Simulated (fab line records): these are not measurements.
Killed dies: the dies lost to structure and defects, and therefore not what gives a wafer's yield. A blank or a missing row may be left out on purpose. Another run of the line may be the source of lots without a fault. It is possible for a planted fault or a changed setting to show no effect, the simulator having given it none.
Split-lot experiment -- flow n5-finfet -- 21 wafers read across 7 lots, on a route 1938 steps long

== THE SPLIT ==
At N5_BEOL_M7_EXPOSE_25 (exposes mask V6, target cd 40 nm), the setting dose-mj was moved away from the recipe's 42.5 on 10 of the 21 wafers read, by -7.3% to +7.3%. This setting was run at the recipe's value on the other wafers.

== FROM THE SPLIT TO THE READING: what the file shows between them, 2 steps ==
- N5_BEOL_M7_PEB_26: peb time 60 s
- N5_BEOL_M7_DEVELOP_27: develop time 30 s

== THE READING ==
cd-nm (nm) at N5_BEOL_M7_CD_MEAS_28, where the cd target is 40 nm. On this fab line, fault-free wafers typically give 40.00 nm with a standard deviation of 0.23 nm.

wafer,"tool, chamber at the split",dose-mj as run,against the recipe,"cd-nm, nm",against lot-mates on the recipe
L075.1,"euv-scanner-02, 0",40.36,-5.0%,38.94,-1.19
L075.4,"euv-scanner-02, 0",40.36,-5.0%,38.89,-1.24
L075.6,"euv-scanner-02, 0",42.5,recipe,40.13,-
L079.1,"euv-scanner-01, 0",42.5,recipe,40.11,-
L079.2,"euv-scanner-01, 0",39.38,-7.3%,37.97,-2.14
L079.5,"euv-scanner-01, 0",39.38,-7.3%,38.39,-1.72
L084.3,"euv-scanner-01, 0",42.5,recipe,40.18,-
L084.4,"euv-scanner-01, 0",43.99,+3.5%,41.11,+0.98
L084.6,"euv-scanner-01, 0",42.5,recipe,40.07,-
L085.2,"euv-scanner-02, 0",43.95,+3.4%,41.14,+0.93
L085.5,"euv-scanner-02, 0",42.5,recipe,40.21,-
L085.6,"euv-scanner-02, 0",43.95,+3.4%,41.06,+0.85
L086.2,"euv-scanner-02, 0",45.62,+7.3%,41.76,+1.47
L086.3,"euv-scanner-02, 0",42.5,recipe,40.29,-
L086.5,"euv-scanner-02, 0",45.62,+7.3%,41.46,+1.17
L088.2,"euv-scanner-01, 0",44.95,+5.8%,40.88,+1.14
L088.3,"euv-scanner-01, 0",42.5,recipe,39.79,-
L088.4,"euv-scanner-01, 0",42.5,recipe,39.69,-
L090.2,"euv-scanner-01, 0",42.5,recipe,39.60,-
L090.4,"euv-scanner-01, 0",42.5,recipe,39.85,-
L090.6,"euv-scanner-01, 0",42.5,recipe,39.80,-

FIT RESULTS
A straight line over all 21 wafers: cd-nm changes by +0.232 nm for each +1% of dose-mj; r = +0.97; the points scatter about the line by 0.26 nm.
The same after taking each lot's own level away (the mean of its wafers on the recipe; 21 wafers): +0.228 nm for each +1%; r = +0.98; scatter 0.18 nm.
According to that fit, moving dose-mj by its largest amount changes the reading by 1.7 nm.
Measured against the standard deviation above, the lots' own levels, which go from 39.740 to 40.290 nm, span 2.4 times it.
So the lot-to-lot level changes the slope little: the two slopes agree.
Check: -1.61 nm against its lot-mates is what the line predicts for one of the wafers moved furthest among these (-7.3%) when that wafer is left out of the fit. Against them it came out at -2.14 nm.

== FURTHER SPLITS ON THESE WAFERS ==
Note: prior to the reading, these wafers also went through further splits. Each is held against what the fit with the lots' levels taken away leaves over:
other split on the same wafers,wafers away from the commonest value,r with cd-nm (lot level and that fit taken away)
N5_BEOL_M5_VIA_ETCH_34 bias-w,8,+0.09
N5_BEOL_M5_TRENCH_ETCH_37 bias-w,7,+0.13
N5_BEOL_M7_COAT_05 spin-rpm,6,-0.37

== THE WHOLE CHAIN: every reading that the file lists as answering this split, in the file's order ==
step,what it does,reading,change (the file's fit),r (the file's)
N5_BEOL_M7_CD_MEAS_28,target cd 40 nm,cd-nm,+0.226 nm for each +1% of the setting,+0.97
N5_BEOL_M7_DESCUM_33,"chemistry O2, time 7 s","BEOL_M7.cd-nm (the simulator's own value, which no gauge read)",+0.219 nm for each +1% of the setting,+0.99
N5_BEOL_M7_ETCH_72,"etches underlayer in N2/H2, target depth 6.5 nm, time 5.2 s","BEOL_M7.cd-nm (the simulator's own value, which no gauge read)",+0.214 nm for each +1% of the setting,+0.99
N5_BEOL_M7_VIA_ETCH_34,"etches SiCOH lowk in C4F6/O2, target depth 125.5 nm, time 50.5 s","BEOL_M7.cd-nm (the simulator's own value, which no gauge read)",+0.197 nm for each +1% of the setting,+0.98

== FILE'S OWN FIT ==
cd-nm changes by +0.226 nm for each +1% of dose-mj, r = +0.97.
